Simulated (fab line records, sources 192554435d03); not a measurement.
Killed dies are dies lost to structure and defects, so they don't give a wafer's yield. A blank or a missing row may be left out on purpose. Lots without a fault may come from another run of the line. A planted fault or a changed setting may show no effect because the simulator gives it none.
Split-lot experiment | flow n5_finfet | 7 lots, 21 wafers read, on a route of 1938 steps

THE SPLIT
At N5_SD_EPI_N_EPI_21 (deposits Si:P, time 690 s), the setting time_s was moved away from the recipe's 690 s on 8 of the 21 wafers read, by -9.5% to +15.1%. The other wafers ran this setting at the recipe's value.

The reading is taken at the split's own step.

THE READING
Si-P_of_SD_EPI_N_EPI_21.thk_nm (the simulator's own value, which no gauge read), in nm, at N5_SD_EPI_N_EPI_21 (deposits Si:P, time 690 s). The file gives no usual value for it. The 13 wafers here that ran the recipe average 59.0 nm, standard deviation 0.48 nm.

wafer  | tool, chamber at the split | time_s as run, s | against the recipe | Si-P_of_SD_EPI_N_EPI_21.thk_nm, nm | against lot-mates on the recipe
L074.3 | epi_rpcvd-04, 0            | 690              | recipe             | 58.8                               | -
L074.4 | epi_rpcvd-04, 0            | 690              | recipe             | 57.8                               | -
L074.6 | epi_rpcvd-04, 0            | 690              | recipe             | 58.4                               | -
L082.3 | epi_rpcvd-04, 0            | 690              | recipe             | 58.6                               | -
L082.4 | epi_rpcvd-04, 0            | 651.8            | -5.5%              | 56.8                               | -1.8
L082.5 | epi_rpcvd-04, 0            | 651.8            | -5.5%              | 57.2                               | -1.4
L084.2 | epi_rpcvd-04, 0            | 690              | recipe             | 59.2                               | -
L084.6 | epi_rpcvd-04, 0            | 690              | recipe             | 59.2                               | -
L084.5 | epi_rpcvd-04, 0            | 690              | recipe             | 59                                 | -
L087.2 | epi_rpcvd-04, 0            | 732.4            | +6.1%              | 61.4                               | +2.0
L087.3 | epi_rpcvd-04, 0            | 690              | recipe             | 59.4                               | -
L087.4 | epi_rpcvd-04, 0            | 690              | recipe             | 59.4                               | -
L089.3 | epi_rpcvd-04, 0            | 690              | recipe             | 59.6                               | -
L089.4 | epi_rpcvd-04, 0            | 624.5            | -9.5%              | 55.4                               | -3.7
L089.6 | epi_rpcvd-04, 0            | 690              | recipe             | 58.6                               | -
L096.1 | epi_rpcvd-03, 0            | 794.4            | +15.1%             | 65.2                               | +5.8
L096.6 | epi_rpcvd-03, 0            | 794.4            | +15.1%             | 65.2                               | +5.8
L096.2 | epi_rpcvd-03, 0            | 690              | recipe             | 59.4                               | -
L097.4 | epi_rpcvd-03, 0            | 690              | recipe             | 59                                 | -
L097.5 | epi_rpcvd-03, 0            | 761.4            | +10.3%             | 63.8                               | +4.8
L097.6 | epi_rpcvd-03, 0            | 761.4            | +10.3%             | 63.4                               | +4.4

THE FIT
A straight line over all 21 wafers: Si-P_of_SD_EPI_N_EPI_21.thk_nm changes by +0.409 nm for each +1% of time_s; r = +0.99; the points scatter about the line by 0.44 nm.
The same after taking each lot's own level away (the mean of its wafers on the recipe; 21 wafers): +0.386 nm for each +1%; r = +0.99; scatter 0.36 nm.
On that fit, the largest move of time_s shifts the reading by 5.8 nm.
The lots' own levels span 58.33 to 59.40 nm, that is 2.2 times the standard deviation above.
So the lot-to-lot level changes the slope little: the two slopes agree.
Check: with one of the wafers moved furthest among these (+15.1%) left out of the fit, the line predicts +5.98 nm for it against its lot-mates. It came out at +5.8 nm against them.

OTHER SPLITS ON THESE WAFERS
These wafers also went through other splits before the reading. Each is held against what the fit with the lots' levels taken away leaves over:
other split on the same wafers            | wafers away from the commonest value | r with Si-P_of_SD_EPI_N_EPI_21.thk_nm (lot level and that fit taken away)
N5_WELL_APT_COAT_02 spin_rpm              | 6                                    | +0.02
N5_WELL_APT_PEB_06 peb_temp_c             | 8                                    | +0.20
N5_PMOS_HMC_CHANNEL_EPI_PEB_07 peb_time_s | 8                                    | +0.15
N5_PMOS_HMC_CHANNEL_EPI_ETCH_32 bias_w    | 6                                    | +0.21

THE WHOLE CHAIN: every reading that the file lists as answering this split, in the file's order
step                    | what it does              | reading                                                                         | change (the file's fit)               | r (the file's)
N5_SD_EPI_N_EPI_21      | deposits Si:P, time 690 s | Si-P_of_SD_EPI_N_EPI_21.thk_nm (the simulator's own value, which no gauge read) | +0.387 nm for each +1% of the setting | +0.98
N5_SD_EPI_N_EPI_MEAS_23 |                           | thk_nm                                                                          | withheld for each +1% of the setting  | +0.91

THE FILE'S OWN FIT
Si-P_of_SD_EPI_N_EPI_21.thk_nm changes by +0.387 nm for each +1% of time_s, r = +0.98.
